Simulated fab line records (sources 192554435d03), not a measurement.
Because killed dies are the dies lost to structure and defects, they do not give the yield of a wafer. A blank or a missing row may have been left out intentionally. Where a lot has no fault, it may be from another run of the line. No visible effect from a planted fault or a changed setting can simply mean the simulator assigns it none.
fab line records	flow n5_finfet
[record] lots = 5	wafers = 15	last_day = 18
route steps=1938 shown STI_FIN_REVEAL@184 PASSIVATION@1936
lots that met no fault: taken from a fault-free run of the same line
start_h: hours from the record's first day to the start of the lot's first wafer shown	wait_h: hours since the lot's step before	" identical to the entry in the row above	L1.1+2: one row covering several wafers at once	- either no value or no given start	* or withheld: withheld	< > ~ a bound
route shown NAME@n: names a module that has steps shown in the file, with the first one's number in the route	usual: average and standard deviation across the fault-free wafers	same: alike in all rows	chamber/n: place in a boat	sites: per-site readings	_std_site: standard deviation across them	_edge_site: inner sites' mean taken away from outer sites' mean	radius_mm: for every site, how far away it sits from the centre of the wafer	mask NAME#n: copy n	behind: the tool/chamber that last shaped the wafer	hold: why the lot went on hold/how many hours it stayed there/how the hold came to an end	device: which transistor (n, p or np) failed to switch	end of line: at the end of the route, the tests of the same wafers	a step given without rows: its recipe and nothing more	killed: at the first sort, the dies lost to defects and structure; wafer yield is something else	map: shows each die of a wafer: x if killed, . if not, _ if none is there
set.NAME: the setting the step ran with; set.NAME@STEP: the setting that earlier step ran with	model.NAME: the simulator's own value behind a step, which no gauge read
certain route steps with their lots: each step a table, each wafer a row
services: a tool's chamber out of use, with start hour (start_h, from the record's first day; less than 0 if before it), hours out, and reason
[[steps]]
[step N5_STI_FIN_REVEAL_ALD_14]
[recipe] material = Si3N4	target_thk_a = 30	temp_c = 400	ald_precursor_family = SiH2I2	ald_co_reactant = N2/H2-plasma	pressure_torr = 2
[step N5_STI_FIN_REVEAL_FCVD_FILL_01]
[recipe] material = SiO2_flowable	target_thk_a = 3120	temp_c = 100	pressure_torr = 0.8	rf_w = 2000	time_s = 512.2
[step N5_STI_FIN_REVEAL_DENSIFY_02]
[recipe] temp_c = 650	ambient = steam	time_s = 1800	idle_temp_c = 400	densification_p_h2o_torr = 640
[step N5_STI_FIN_REVEAL_CMP_04]
[recipe] stop_on = Si3N4	t_overpolish_s = 4	down_force_psi = 2	platen_rpm = 54.18	post_cmp_clean = alkaline_brush	pad_velocity_m_s = 1.078	target_thk_nm = 131.83
[usual] motor_current_A = 8.1/0.78	overpolish_run_s = 4.000/0.0085	platen_rpm = 54.18/0.034	time_to_endpoint_s = 102/3.7
lot.wafer	tool	chamber	start_h	wait_h	motor_current_A	overpolish_run_s	platen_rpm	time_to_endpoint_s
L596.3	cmp-03	1	33.47	0.1	8.0	4.004	54.22	103
L596.2	"	2	"	"	7.4	4.022	54.18	100
L596.5	"	0	"	"	7.6	3.997	54.16	102
L600.3	cmp-03	1	56.76	0.0	8.3	3.998	54.17	107
L600.2	"	0	"	"	7.7	4.000	54.11	103
L600.5	"	2	"	"	7.5	3.991	54.17	104
L612.3	cmp-03	0	129.44	0.1	7.8	3.999	54.15	103
L612.2	"	1	"	"	8.6	3.992	54.18	105
L612.4	"	2	"	"	7.5	3.998	54.15	106
L616.3	cmp-03	3	153.68	0.0	9.4	4.000	54.23	100
L616.1	"	0	"	"	7.9	3.998	54.22	100
L616.6	"	3	"	"	8.9	4.002	54.16	103
L617.4	cmp-02	3	159.69	0.1	8.6	3.992	54.19	99
L617.2	"	1	"	"	9.4	3.996	54.26	99
L617.5	"	3	"	"	8.8	3.994	54.17	100
[step N5_STI_FIN_REVEAL_THK_MEAS_05]
[usual] thk_nm = 131.8/0.92
lot.wafer	tool	chamber	start_h	wait_h	thk_nm
L596.2	film_metro-01	-	33.69	-	130.9
L596.3	"	-	"	"	130.8
L596.5	"	-	"	"	132.2
L600.2	film_metro-01	-	57.05	-	133.5
L600.3	"	-	"	"	132.5
L600.5	"	-	"	"	132.5
L612.2	film_metro-01	-	129.70	-	130.8
L612.3	"	-	"	"	131.3
L612.4	"	-	"	"	130.8
L616.1	film_metro-01	-	153.97	-	132.6
L616.3	"	-	"	"	132.5
L616.6	"	-	"	"	132.6
L617.2	film_metro-01	-	159.94	-	131.8
L617.4	"	-	"	"	131.2
L617.5	"	-	"	"	132.3
[step N5_STI_FIN_REVEAL_DENSIFY_30]
[recipe] temp_c = *	time_s = *	ambient = N2	idle_temp_c = 600	ramp_up_c_per_s = 150	ramp_down_c_per_s = 60	cool_to_c = 600
[usual] lamp_power_pct = 11.54/0.045	wafer_temp_C_max = *
lot.wafer	tool	chamber	start_h	wait_h	lamp_power_pct	wafer_temp_C_max
L596.2	rtp_anneal-02	0	33.75	0.1	11.53	*
L596.3	"	0	"	"	11.56	*
L596.5	"	0	"	"	11.52	*
L600.2	rtp_anneal-02	0	57.29	0.2	11.54	*
L600.3	"	0	"	"	11.55	*
L600.5	"	0	"	"	11.50	*
L612.2	rtp_anneal-01	0	129.75	0.1	11.55	*
L612.3	"	0	"	"	11.51	*
L612.4	"	0	"	"	11.45	*
L616.1	rtp_anneal-01	0	154.00	0.0	11.53	*
L616.3	"	0	"	"	11.55	*
L616.6	"	0	"	"	11.50	*
L617.2	rtp_anneal-02	0	160.00	0.1	11.57	*
L617.4	"	0	"	"	11.52	*
L617.5	"	0	"	"	11.51	*
[step N5_STI_FIN_REVEAL_ETCHBACK_08]
[recipe] chemistry = C4F6/O2	target = SiO2	target_depth_a = 305	time_s = 10.167	ion_energy_ev = 250	pressure_mtorr = 30	source_w = 345	bias_w = 185	Ar_flow_sccm = 300	C4F6_flow_sccm = 10	O2_flow_sccm = 10
[usual] bias_w = 185.0/0.54	drypump_motor_current_A = 5.6/0.53	oes_product_au = 0.81/0.1	rf_vpp_V = 667/7.5	showerhead_plenum_p_Torr = 2.86/0.12	throttle_valve_pct = 21.15/0.19
lot.wafer	tool	chamber	start_h	wait_h	bias_w	drypump_motor_current_A	oes_product_au	rf_hours_counter_h	rf_vpp_V	showerhead_plenum_p_Torr	throttle_valve_pct
L596.2	rie_diel-03	2	33.93	0.2	185.0	5.3	0.76	156	661	2.74	21.24
L596.3	"	3	"	"	185.7	4.9	0.76	157	669	2.96	21.39
L596.5	"	2	"	"	184.2	5.3	0.76	-	661	2.74	21.27
L600.2	rie_diel-01	2	57.63	0.3	184.8	5.3	0.68	240	660	2.70	21.32
L600.3	"	3	"	"	184.5	6.3	0.69	246	658	2.81	21.52
L600.5	"	2	"	"	184.6	5.3	0.69	-	661	2.70	21.32
L612.2	rie_diel-03	0	129.96	0.2	183.8	5.5	0.69	237	665	2.79	21.07
L612.3	"	3	"	"	185.7	4.8	0.72	190	670	2.94	21.44
L612.4	"	0	"	"	184.1	5.5	0.69	-	663	2.79	21.06
L616.1	rie_diel-01	3	154.22	0.2	185.3	6.3	0.90	20	659	2.80	21.21
L616.3	"	0	"	"	184.6	5.8	0.82	85	668	2.87	21.01
L616.6	"	3	"	"	185.9	6.3	0.90	-	659	2.80	21.20
L617.2	rie_diel-04	1	160.18	0.2	185.1	5.1	0.91	14	671	3.01	20.74
L617.4	"	2	"	"	185.3	6.1	0.80	84	660	2.87	20.93
L617.5	"	2	"	"	184.2	6.1	0.81	-	659	2.87	20.95
[step N5_STI_FIN_REVEAL_STRIP_24]
[recipe] chemistry = N2/H2	time_s = 90	power_w = 100	temp_c = 40	pressure_mtorr = 100	rf_frequency_hz = 6e+07	bias_power_w = 3	n2_flow_sccm = 300	h2_flow_sccm = 300
[usual] drypump_motor_current_A = 5.6/0.53	h2_flow_sccm = 299.9/0.89	oes_product_au = 0.81/0.1	rf_vpp_V = 45.3/0.9	showerhead_plenum_p_Torr = 3.39/0.14	throttle_valve_pct = 12.18/0.26
lot.wafer	tool	chamber	start_h	wait_h	drypump_motor_current_A	h2_flow_sccm	oes_product_au	rf_hours_counter_h	rf_vpp_V	showerhead_plenum_p_Torr	throttle_valve_pct
L596.2	rie_diel-03	2	33.97	0.0	5.3	300.3	0.77	156	46.9	3.25	12.36
L596.3	"	3	"	"	4.9	300.3	0.76	157	44.9	3.50	12.45
L596.5	"	2	"	"	5.3	298.5	0.76	-	44.2	3.25	12.37
L600.2	rie_diel-01	2	57.66	0.0	5.3	300.1	0.69	240	44.1	3.20	12.48
L600.3	"	3	"	"	6.3	299.4	0.68	246	45.2	3.33	12.64
L600.5	"	2	"	"	5.3	299.1	0.68	-	44.6	3.20	12.49
L612.2	rie_diel-03	0	130.00	0.0	5.5	299.9	0.69	237	44.6	3.32	12.28
L612.3	"	3	"	"	4.9	299.8	0.72	190	47.1	3.49	12.54
L612.4	"	0	"	"	5.5	300.5	0.69	-	44.5	3.32	12.27
L616.1	rie_diel-01	3	154.26	0.0	6.3	301.4	0.92	20	47.0	3.32	12.08
L616.3	"	0	"	"	5.8	299.7	0.83	85	44.8	3.40	11.98
L616.6	"	3	"	"	6.3	301.4	0.92	-	45.7	3.32	12.05
L617.2	rie_diel-04	1	160.22	0.0	5.1	300.7	0.91	14	45.3	3.60	11.87
L617.4	"	2	"	"	6.1	300.1	0.81	84	44.6	3.40	11.92
L617.5	"	2	"	"	6.1	301.1	0.81	-	45.0	3.40	11.92
[step N5_STI_FIN_REVEAL_PRECLEAN_25]
[recipe] chemistry = SPM	time_s = 90	temp_c = 120	mix = 4:1
[step N5_STI_FIN_REVEAL_PRECLEAN_26]
[recipe] chemistry = SC1	time_s = 45	temp_c = 46	mix = 1:2:100
[step N5_STI_FIN_REVEAL_PRECLEAN_29]
[recipe] chemistry = DHF	time_s = 30	temp_c = 25	dilution = 300:1
[step N5_STI_FIN_REVEAL_SRD_12]
[recipe] time_s = 30	temp_c = 23	rinse_liquid = diw	dry = ipa_marangoni
[step N5_STI_FIN_REVEAL_RECESS_09]
[recipe] chemistry = HF/NH3	target = SiO2	afs_cycles = 11	target_depth_a = 425	temp_c = 30	sublimation_temp_c = 180	sublimation_time_s = 60
[usual] drypump_motor_current_A = 6.0/0.37
lot.wafer	tool	chamber	start_h	wait_h	drypump_motor_current_A
L596.2	vapor_etch-02	1	34.19	0.0	5.6
L596.3	"	1	"	"	5.6
L596.5	"	0	"	"	6.6
L600.2	vapor_etch-01	0	57.88	0.0	5.9
L600.3	"	1	"	"	5.7
L600.5	"	1	"	"	5.7
L612.2	vapor_etch-01	1	130.21	0.0	5.7
L612.3	"	0	"	"	5.9
L612.4	"	1	"	"	5.7
L616.1	vapor_etch-02	1	154.47	0.0	5.7
L616.3	"	1	"	"	5.7
L616.6	"	0	"	"	6.5
L617.2	vapor_etch-02	1	160.43	0.0	5.7
L617.4	"	1	"	"	5.7
L617.5	"	0	"	"	6.6
[step N5_STI_FIN_REVEAL_STRIP_16]
[recipe] chemistry = H3PO4	material = SiNx	temp_c = 165	target_depth_a = 238	overetch_fraction = 0.4964	dry = ipa_marangoni
[step N5_STI_FIN_REVEAL_PRECLEAN_17]
[recipe] chemistry = NF3:NH3	afs_cycles = 1	temp_c = 30	time_s = 20	sublimation_temp_c = 180	sublimation_time_s = 60	pressure_torr = 3	rf_power_w = 30
[step N5_STI_FIN_REVEAL_ETCH_34]
[recipe] chemistry = H2	mode = isotropic	material = Si	target = Si	target_depth_a = 9.7	temp_c = 20	pressure_mtorr = 4.5	icp_w = 300	bias_w = 0	h2_flow_sccm = 7.5	he_flow_sccm = 142.5
[step N5_STI_FIN_REVEAL_OXIDATION_31]
[recipe] chemistry = O2_PLASMA_REMOTE	temp_c = 150	time_s = 20	pressure_mtorr = 1000	source_power_w = 2000	o2_flow_sccm = 3000
[usual] drypump_motor_current_A = 5.8/0.52	heater_power_w = 151/22
lot.wafer	tool	chamber	start_h	wait_h	drypump_motor_current_A	heater_power_w	rf_hours_counter_h
L596.2	plasma_asher-01	0	36.36	0.0	6.0	116	81
L596.3	"	1	"	"	6.5	152	-
L596.5	"	0	"	"	6.0	118	-
L600.2	plasma_asher-02	1	60.03	0.0	5.8	174	33
L600.3	"	1	"	"	5.9	179	-
L600.5	"	1	"	"	5.8	176	-
L612.2	plasma_asher-02	0	132.39	0.0	5.1	149	46
L612.3	"	1	"	"	5.9	180	-
L612.4	"	0	"	"	5.1	149	-
L616.1	plasma_asher-02	1	156.63	0.0	5.9	176	50
L616.3	"	0	"	"	5.1	151	-
L616.6	"	0	"	"	5.1	152	-
L617.2	plasma_asher-01	1	162.59	0.0	6.5	155	106
L617.4	"	0	"	"	6.1	118	-
L617.5	"	1	"	"	6.5	154	-
[step N5_STI_FIN_REVEAL_PRECLEAN_32]
[recipe] chemistry = NF3:NH3	afs_cycles = 1	temp_c = 30	time_s = 20	sublimation_temp_c = 180	sublimation_time_s = 60	pressure_torr = 3	rf_power_w = 30
[step N5_STI_FIN_REVEAL_STRIP_35]
[recipe] chemistry = H3PO4	material = Si3N4	temp_c = 165	target_depth_a = 40	time_s = 39
[step N5_STI_FIN_REVEAL_SRD_21]
[recipe] dry = ipa_marangoni	time_s = 30	temp_c = 23	rinse_liquid = diw
[step N5_STI_FIN_REVEAL_OXIDATION_33]
[recipe] chemistry = O2_PLASMA_REMOTE	temp_c = 150	time_s = 20	pressure_mtorr = 1000	source_power_w = 2000	o2_flow_sccm = 3000
[step N5_STI_FIN_REVEAL_CLEAN_19]
[recipe] chemistry = O3/DIW	temp_c = 25	time_s = 120	o3_ppm = 10
[step N5_STI_FIN_REVEAL_SRD_23]
[recipe] dry = ipa_marangoni	time_s = 30	temp_c = 23	rinse_liquid = diw
[step N5_STI_FIN_REVEAL_CD_MEAS_22]
[recipe] target_cd_nm = 6.238	pitch_nm = 28	polarity = line
[usual] cd_nm = 6.29/0.23
lot.wafer	tool	chamber	start_h	wait_h	cd_nm
L596.2	cd_sem-02	-	36.88	0.0	6.34
L596.3	"	-	"	"	6.22
L596.5	"	-	"	"	6.48
L600.2	cd_sem-02	-	60.55	0.0	6.18
L600.3	"	-	"	"	6.37
L600.5	"	-	"	"	6.09
L612.2	cd_sem-02	-	132.90	0.0	6.52
L612.3	"	-	"	"	6.49
L612.4	"	-	"	"	5.92
L616.1	cd_sem-02	-	157.14	0.0	6.15
L616.3	"	-	"	"	6.94
L616.6	"	-	"	"	6.46
L617.2	cd_sem-03	-	163.10	0.0	6.26
L617.4	"	-	"	"	6.70
L617.5	"	-	"	"	6.66
[step N5_STI_FIN_REVEAL_FIN_H_MEAS_10]
[usual] trench_depth_nm = 52.1/0.65
lot.wafer	tool	chamber	start_h	wait_h	trench_depth_nm
L596.2	ocd-02	-	36.91	0.0	52.0
L596.3	"	-	"	"	52.1
L596.5	"	-	"	"	51.8
L600.2	ocd-02	-	60.58	0.0	51.6
L600.3	"	-	"	"	51.9
L600.5	"	-	"	"	51.0
L612.2	ocd-01	-	132.93	0.0	49.1
L612.3	"	-	"	"	51.1
L612.4	"	-	"	"	48.8
L616.1	ocd-01	-	157.17	0.0	53.5
L616.3	"	-	"	"	53.0
L616.6	"	-	"	"	53.5
L617.2	ocd-01	-	163.13	0.0	52.0
L617.4	"	-	"	"	52.5
L617.5	"	-	"	"	52.2
[step N5_STI_FIN_REVEAL_PRECLEAN_18]
[recipe] chemistry = SC2	time_s = 45	temp_c = 35	mix = 1:1:50
[step N5_PASSIVATION_PROBE_49]
[usual] killed_at_M0_to_M3 = 36/11	killed_at_M4_up = 14/5.6	killed_at_contacts = 11/5.6	killed_at_front_end = 40/12	killed_at_other = 4/3.2	killed_dies = 105/17	killed_open = 69/12	killed_short = 34/8.4
[same] gross_dies = 1180	killed_at_back_side = 0
lot.wafer	tool	chamber	start_h	wait_h	killed_at_M0_to_M3	killed_at_M4_up	killed_at_contacts	killed_at_front_end	killed_at_other	killed_dies	killed_open	killed_short
L600.2	prober-01	-	339.16	0.1	43	11	5	33	1	93	70	20
L600.3	prober-01	-	339.21	0.1	20	8	11	50	5	94	58	34
L600.5	prober-01	-	339.31	0.2	27	8	7	42	0	84	54	28
L617.2	prober-02	-	443.33	0.1	40	21	23	33	2	119	78	40
L617.4	prober-02	-	443.43	0.2	45	11	11	29	4	100	75	24
L617.5	prober-02	-	443.48	0.2	29	19	8	32	2	90	63	27
// killed by level:class
L600.2 BEOL_M2:geometric_particle:open=20 FIN_SAQP:geometric_particle:open=10 BEOL_M3:geometric_particle:open=9 DUMMY_GATE:geometric_particle:open=4 GATE_CUT:geometric_particle:short=4 MOL_CONTACT_COAG:geometric_particle:open=4 BEOL_M0_SAQP:geometric_particle:open=4 BEOL_M8:geometric_particle:open=4
L600.3 FIN_SAQP:geometric_particle:short=14 STI_FIN_REVEAL:geometric_particle:open=14 MOL_CONTACT_COAG:geometric_particle:open=9 FIN_SAQP:geometric_particle:open=6 STI_FIN_REVEAL:geometric_particle:short=4 GATE_CUT:geometric_particle:open=4 BEOL_M2:geometric_particle:open=4 BEOL_M4:geometric_particle:open=4
L600.5 BEOL_M2:geometric_particle:open=8 FIN_SAQP:geometric_particle:open=7 MOL_CONTACT_COAG:geometric_particle:open=6 FIN_SAQP:geometric_particle:short=5 GATE_CUT:geometric_particle:open=5 DUMMY_GATE:geometric_particle:open=5 GATE_CUT:geometric_particle:short=5 BEOL_M1:geometric_particle:open=5
L617.2 BEOL_M2:geometric_particle:open=14 MOL_CONTACT_COAG:geometric_particle:open=13 MOL_CONTACT_COAG:geometric_particle:short=10 BEOL_M4:geometric_particle:open=9 BEOL_M3:geometric_particle:open=8 FIN_SAQP:geometric_particle:open=7 FIN_SAQP:geometric_particle:short=5 GATE_CUT:geometric_particle:short=5
L617.4 BEOL_M2:geometric_particle:open=18 MOL_CONTACT_COAG:geometric_particle:open=10 BEOL_M0_SAQP:geometric_particle:open=9 BEOL_M0_SAQP:geometric_particle:short=7 FIN_SAQP:geometric_particle:short=5 STI_FIN_REVEAL:geometric_particle:open=4 BEOL_M4:geometric_particle:open=4 FIN_SAQP:geometric_particle:open=3
L617.5 BEOL_M4:geometric_particle:open=10 BEOL_M2:geometric_particle:open=9 FIN_SAQP:geometric_particle:open=8 FIN_SAQP:geometric_particle:short=6 MOL_CONTACT_COAG:geometric_particle:open=6 DUMMY_GATE:geometric_particle:open=4 BEOL_M1:geometric_particle:open=4 BEOL_M2:geometric_particle:short=4
[[services]]
tool	chamber	start_h	hours	kind
vapor_etch-02	-	32.05	0.3	repair
rie_diel-01	1	42.66	-	clean
rie_diel-01	1	42.66	-	consumable_replace:focus_ring
rie_diel-01	1	42.66	-	consumable_replace:showerhead
rie_diel-01	1	42.66	22.2	scheduled_down
rie_diel-01	1	42.66	22.2	vent_cycle
plasma_asher-02	-	46.14	2.1	repair
plasma_asher-02	-	51.01	2.0	repair
cmp-03	-	61.25	1.5	repair
rie_diel-01	3	67.95	-	clean
rie_diel-01	3	67.95	-	consumable_replace:focus_ring
rie_diel-01	3	67.95	17.7	scheduled_down
rie_diel-01	3	67.95	17.7	vent_cycle
cmp-02	-	68.29	0.6	repair
rie_diel-01	2	85.67	-	clean
rie_diel-01	2	85.67	-	consumable_replace:focus_ring
rie_diel-01	2	85.67	-	consumable_replace:showerhead
rie_diel-01	2	85.67	16.1	scheduled_down
rie_diel-04	3	103.26	4.3	repair
rie_diel-01	-	129.43	10.9	repair
cmp-03	-	129.74	1.4	repair
rie_diel-04	3	138.33	9.4	repair
rie_diel-01	2	143.52	8.2	repair
vapor_etch-02	-	143.73	2.8	pm
[[key]]
[first_sign] step = N5_STI_FIN_REVEAL_FIN_H_MEAS_10	reading = trench_depth_nm	direction = down	sigmas = 4.8	usual = 52.1	struck = 48.9
effect none on later readings
met_at N5_STI_FIN_REVEAL_RECESS_09
struck_wafers L612.2,L612.4
tester_left_out L612
onset_between 57.88 130.21
[fault] kind = process_parameter_drift	tool = vapor_etch-01	chamber = 1	onset_h = 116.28	steps = N5_STI_FIN_REVEAL_RECESS_09	channel = target_depth_a	offset = -29.554	shape = step	end_h = 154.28	acts_in = these_recipes_only	stated = 425
// tester_left_out: of these lots the tester's yield and bins aren't shown, on N5 and GAA mostly nor the transistor test; their killed dies are dies lost to structure and defects alone, not to doping, threshold or leakage, so they don't give the yield
